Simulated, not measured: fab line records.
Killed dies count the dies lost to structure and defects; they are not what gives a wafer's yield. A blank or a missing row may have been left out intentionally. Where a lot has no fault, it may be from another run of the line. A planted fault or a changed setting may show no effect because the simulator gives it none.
Which tool is to blame? ; flow nand-harc ; 72 wafers from 24 lots sampled at 2 of the route's 1302 steps

== WHAT EACH GAUGE READ, for each wafer ==
NHARC_A_M0_OVL_MEAS_10: pitch 160 nm. Usual: overlay-x-nm 0.1 nm, standard deviation 0.78; overlay-y-nm -0.1 nm, standard deviation 0.86.
lot;measured;on;overlay-x-nm (nm);overlay-y-nm (nm);flag
L074;day 22 22:49;overlay-02;-0.4 -0.2 -0.1;0.3 0.4 0.7;
L077;day 23 18:18;overlay-02;1.7 1.3 1.6;0.1 -0.1 0.0;
L076;day 23 18:27;overlay-01;0.0 0.1 -0.1;-0.3 0.1 0.3;
L075;day 23 19:57;overlay-02;0.1 -0.1 0.4;-1.7 -2.1 -1.8;
L078;day 24 05:23;overlay-01;0.1 -0.6 -0.5;-0.2 -0.2 -0.2;
L080;day 25 07:31;overlay-01;0.0 0.1 -0.4;0.3 0.5 0.2;
L079;day 25 21:16;overlay-01;0.2 0.1 0.5;0.2 0.5 0.9;
L082;day 26 06:25;overlay-01;0.1 -0.3 -0.4;-1.2 -1.1 -1.7;
L081;day 26 07:22;overlay-01;-0.2 -0.5 -1.2;0.0 0.2 0.2;
L083;day 26 11:21;overlay-01;1.2 0.8 1.7;-0.7 -0.9 -1.2;
L085;day 27 05:41;overlay-01;-0.2 -0.3 -0.5;-1.1 -1.4 -1.6;
L084;day 27 05:50;overlay-02;-0.6 -0.5 -1.3;1.5 1.4 1.6;
L086;day 27 08:40;overlay-01;-0.2 -0.5 -0.6;-0.9 -0.4 -0.6;
L087;day 27 12:37;overlay-02;0.1 0.2 -0.1;0.9 1.0 1.3;
L088;day 28 06:15;overlay-02;1.2 0.9 0.8;-0.1 -0.1 0.0;
L090;day 29 08:25;overlay-02;-2.0 -1.7 -1.3;1.1 0.8 0.4;
L089;day 29 10:39;overlay-01;0.5 0.7 0.6;0.5 0.4 1.1;
L092;day 30 05:47;overlay-02;-0.3 -0.3 -0.6;0.2 0.2 0.3;
L091;day 30 08:50;overlay-02;0.6 1.0 1.2;-0.1 0.1 -0.1;
L093;day 30 22:49;overlay-01;0.2 0.4 -0.2;-2.0 -1.8 -1.9;
L095;day 32 02:46;overlay-01;0.0 0.7 0.7;-0.7 -0.3 -0.4;
L097;day 32 09:53;overlay-02;-0.5 0.2 -0.3;0.2 0.2 0.2;
L094;day 32 11:25;overlay-02;1.3 1.6 1.3;-0.1 0.0 0.3;
L096;day 32 19:20;overlay-02;-0.5 -0.5 -0.2;0.0 0.6 0.3;

== TOOL THAT RAN EACH LOT (tool first, then ch and the chambers of the sampled wafers, then the start) ==
lot;NHARC_A_BLC_PVD_32
L074;pvd-sputter-01, day 22 22:49 or earlier
L077;pvd-sputter-02, day 23 18:18 or earlier
L076;pvd-sputter-01, day 23 18:27 or earlier
L075;pvd-sputter-01, day 23 19:57 or earlier
L078;pvd-sputter-02, day 24 05:23 or earlier
L080;pvd-sputter-02, day 25 07:31 or earlier
L079;pvd-sputter-03, day 25 21:16 or earlier
L082;pvd-sputter-02, day 26 06:25 or earlier
L081;pvd-sputter-02, day 26 07:22 or earlier
L083;pvd-sputter-02, day 26 11:21 or earlier
L085;pvd-sputter-01, day 27 05:41 or earlier
L084;pvd-sputter-03, day 27 05:50 or earlier
L086;pvd-sputter-03, day 27 08:40 or earlier
L087;pvd-sputter-03, day 27 12:37 or earlier
L088;pvd-sputter-02, day 28 06:15 or earlier
L090;pvd-sputter-02, day 29 08:25 or earlier
L089;pvd-sputter-01, day 29 10:39 or earlier
L092;pvd-sputter-01, day 30 05:47 or earlier
L091;pvd-sputter-03, day 30 08:50 or earlier
L093;pvd-sputter-02, day 30 22:49 or earlier
L095;pvd-sputter-03, day 32 02:46 or earlier
L097;pvd-sputter-01, day 32 09:53 or earlier
L094;pvd-sputter-02, day 32 11:25 or earlier
L096;pvd-sputter-02, day 32 19:20 or earlier
- NHARC_A_BLC_PVD_32: deposits Ti, target thk 5 nm, time 17.7 s.

== AS READ BY THE TOOLS THEMSELVES (means over the sampled wafers that have a number; for cases with no such wafer, the mark the record gives instead) ==
NHARC_A_BLC_PVD_32. Usual: throttle-valve-pct reads 30.0 % (standard deviation 1.1).
lot;tool;throttle-valve-pct (%);flag
L074;pvd-sputter-01;30.2;
L077;pvd-sputter-02;31.0;
L076;pvd-sputter-01;29.6;
L075;pvd-sputter-01;29.7;
L078;pvd-sputter-02;31.0;
L080;pvd-sputter-02;30.3;
L079;pvd-sputter-03;30.4;
L082;pvd-sputter-02;30.0;
L081;pvd-sputter-02;29.7;
L083;pvd-sputter-02;30.0;
L085;pvd-sputter-01;29.6;
L084;pvd-sputter-03;30.1;
L086;pvd-sputter-03;29.5;
L087;pvd-sputter-03;29.2;
L088;pvd-sputter-02;29.9;
L090;pvd-sputter-02;30.6;
L089;pvd-sputter-01;28.7;
L092;pvd-sputter-01;29.1;
L091;pvd-sputter-03;30.1;
L093;pvd-sputter-02;30.2;
L095;pvd-sputter-03;30.5;
L097;pvd-sputter-01;29.1;
L094;pvd-sputter-02;31.1;
L096;pvd-sputter-02;30.3;

== THE ANSWER, worked out from the rows above alone ==
Rule: a lot counts as off when the mean over its wafers that have a number is more than 3 standard deviations away from the usual mean. Also off: a lot with no number at a reading for which 4 or more lots have one. All remaining lots with rows at the step are treated as sound. Order of review: gauges by route order, followed by the tools' own readings, for which a lot's mean as printed above is used. The first step at which some lot is off is used, and at that step the reading that is off furthest; a lot without a number counts as furthest.
No lot is off at any reading shown: from this, nothing can be told.

== WHAT THE SIMULATOR HAD INSERTED ==
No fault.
